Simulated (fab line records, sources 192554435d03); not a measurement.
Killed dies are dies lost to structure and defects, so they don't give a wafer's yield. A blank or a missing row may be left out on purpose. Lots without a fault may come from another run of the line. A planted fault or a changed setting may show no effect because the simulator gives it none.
A struck lot beside a sound one | flow n5_finfet | 40 steps out of a route of 1938
Sound: wafers L392.2, L392.3, L392.6. Struck: wafers L387.2, L387.3, L387.6. The cause comes at the end.
At each step with rows: each side's tool, then ch and its chambers, then its first start. Under that, the readings that differ: sound wafers | struck wafers | difference of the means | sigmas: that difference in standard deviations of wafers without a fault.
alike: readings whose means differ by less than 2 such deviations, and words and numbers that are the same on both sides. not compared: withheld readings, readings that some wafer has no value for, bounds like >300 that may hide the same value, and numbers for which the record gives no deviation and whose values overlap.
The two part at a step that has a row with sigmas, a row that says differs or no value, or rows on one side only. Numbers that don't overlap but have no deviation are shown without sigmas and don't part them. A reading that every wafer of one side lacks parts them only if that side has two wafers or more.

first, 3 steps without rows for these wafers: N5_MOL_CONTACT_COAG_SIL_ANNEAL_21 (time 60 s); N5_MOL_CONTACT_COAG_PRE_CLEAN_141 (time 60 s); N5_MOL_CONTACT_COAG_SPUTTER_143 (material Co, target thk 2.5 nm).
N5_MOL_CONTACT_COAG_CO_FILL_22: material Co, precursor CCTBA/H2, target thk 20 nm.
  sound on cvd_co-02 ch 0,2, day 7 21:47; struck on cvd_co-02 ch 0,1,2, day 6 14:22
  alike: heater_power_w
then, 6 steps without rows for these wafers: N5_MOL_CONTACT_COAG_ANNEAL_113 (time 300 s); N5_MOL_CONTACT_COAG_PRE_CLEAN_142 (time 60 s); N5_MOL_CONTACT_COAG_SPUTTER_130 (material Co, target thk 47.5 nm); N5_MOL_CONTACT_COAG_PRECLEAN_125 (cleans in DIW, time 57.5 s); N5_MOL_CONTACT_COAG_SRD_126 (dry time 32 s); N5_MOL_CONTACT_COAG_CMP_23 (polishes, stops on SiO2, t overpolish 1.5 s, target thk 0 nm).
N5_MOL_CONTACT_COAG_WET_ETCH_26: target Co, target depth 13 nm.
  sound on wet_bench-04 ch 0,1,7, day 8 00:01; struck on wet_bench-04 ch 2,3,4, day 6 16:33
then, 2 steps without rows for these wafers: N5_MOL_CONTACT_COAG_WET_ETCH_116 (etches the open film in SC1-inhibited, target depth 4.6 nm, rinse time 30 s); N5_MOL_CONTACT_COAG_ALD_27 (deposits SiOC, target thk 17 nm, pulse time 1.5 s, time 2720 s).
N5_MOL_CONTACT_COAG_CMP_28: polishes, stops on SiNx, t overpolish 0.85 s, target thk 14.522 nm.
  sound on cmp-02 ch 0,1,2, day 8 02:04; struck on cmp-02 ch 0,3, day 6 19:07
  alike: motor_current_A, slurry_flow_ml_min
then, 11 steps without rows for these wafers: N5_MOL_CONTACT_COAG_ALD_123 (deposits SiNx, target thk 5 nm, pulse time 1 s, purge time 2 s); N5_MOL_CONTACT_COAG_PECVD_31 (deposits SiO2 from TEOS/O2, target thk 46 nm, time 8.9 s); N5_MOL_CONTACT_COAG_COAT_75 (time 60 s, resist thk 60 nm); N5_MOL_CONTACT_COAG_COAT_76 (time 60 s, resist thk 10 nm); N5_MOL_CONTACT_COAG_COAT_77 (time 60 s, resist thk 10 nm); N5_MOL_CONTACT_COAG_COAT_78 (resist thk 40 nm); N5_MOL_CONTACT_COAG_EBR_80; N5_MOL_CONTACT_COAG_SOFTBAKE_79 (time 60 s); N5_MOL_CONTACT_COAG_EXPOSE_81 (exposes mask VG, defocus 0 nm); N5_MOL_CONTACT_COAG_PEB_82 (peb time 60 s); N5_MOL_CONTACT_COAG_DEVELOP_83 (develop time 30 s).
N5_MOL_CONTACT_COAG_CD_MEAS_84: target cd 25.1 nm.
  sound on cd_sem-01 ch 0, day 8 03:14; struck on cd_sem-03 ch 0, day 6 20:17
  alike: cd_nm
N5_MOL_CONTACT_COAG_OVL_MEAS_85:
  sound on overlay-02 ch 0, day 8 03:16; struck on overlay-02 ch 0, day 6 20:19
  alike: VG_OVL
N5_MOL_CONTACT_COAG_INSPECT_57: inspects for defects (brightfield).
  sound on defect_inspect-02, day 8 03:19; struck on defect_inspect-01, day 6 20:22
  alike: raw_defect_count
N5_MOL_CONTACT_COAG_DESCUM_88: chemistry O2, time 7 s.
  sound on rie_diel-04 ch 1,3, day 8 03:38; struck on rie_diel-01 ch 0,3, day 6 20:38
  alike: drypump_motor_current_A, oes_product_au, rf_vpp_V, showerhead_plenum_p_Torr, throttle_valve_pct
  not compared: rf_hours_counter_h
then, 2 steps without rows for these wafers: N5_MOL_CONTACT_COAG_ETCH_89 (etches underlayer in N2/H2, target depth 13 nm, time 10.4 s); N5_MOL_CONTACT_COAG_ETCH_90 (etches SiARC in CF4, target depth 13 nm, time 21.7 s).
N5_MOL_CONTACT_COAG_ALD_131: deposits SiO2, target thk 5 nm, pulse time 1 s, co reactant pulse time 1 s.
  sound on ald_sin-01 ch 1,2,3, day 8 04:10; struck on ald_sin-01 ch 1,2,3, day 6 20:46
  alike: heater_power_w, precursor_pulse_height_rel
then, 1 step without rows for these wafers: N5_MOL_CONTACT_COAG_ETCHBACK_132 (etches SiO2 in CHF3, target depth 10 nm, time 6.7 s).
N5_MOL_CONTACT_COAG_ETCH_91: etches SOC in N2/H2, target depth 60 nm, overetch 21 nm, time 101.2 s.
  sound on rie_diel-04 ch 0,1,3, day 8 04:22; struck on rie_diel-03 ch 0,2,3, day 6 20:58
  alike: drypump_motor_current_A, oes_product_au, rf_vpp_V, showerhead_plenum_p_Torr, throttle_valve_pct
  not compared: rf_hours_counter_h
then, 5 steps without rows for these wafers: N5_MOL_CONTACT_COAG_STRIP_92 (strips in N2/H2); N5_MOL_CONTACT_COAG_STRIP_93 (strips in N2/H2); N5_MOL_CONTACT_COAG_ETCHBACK_135 (etches SiO2 in CHF3, target depth 25 nm, time 16.7 s); N5_MOL_CONTACT_COAG_STRIP_118 (strips in CHF3); N5_MOL_CONTACT_COAG_VIA_ETCH_46 (etches SiO2 in C4F6/O2, target depth 46 nm, overetch 9.2 nm, time 40 s).
-- the record jumps here: 8 days lie between the struck wafers' starts before and after (it left off in module MOL_CONTACT_COAG and takes up again in module PASSIVATION, whose first step shown is number 1936 of the route) --
N5_PASSIVATION_PROBE_49:
  sound on prober-02, day 16 16:44; struck on prober-01, day 15 07:16
  reading            | sound       | struck         | difference | sigmas
  killed_at_contacts | 12 15 10    | 1080 1090 1099 | +1077      | +99 or more
  killed_dies        | 123 125 118 | 1180 1180 1180 | +1058      | +62
  killed_on_rim      | 13 14 15    | 152 152 152    | +138       | +41
  alike: killed_at_M0_to_M3, killed_at_M4_up, killed_at_front_end, killed_at_other, killed_open, killed_short

WHERE THEY PART
Only at N5_PASSIVATION_PROBE_49, within this record.

WHY: what the simulator had put in
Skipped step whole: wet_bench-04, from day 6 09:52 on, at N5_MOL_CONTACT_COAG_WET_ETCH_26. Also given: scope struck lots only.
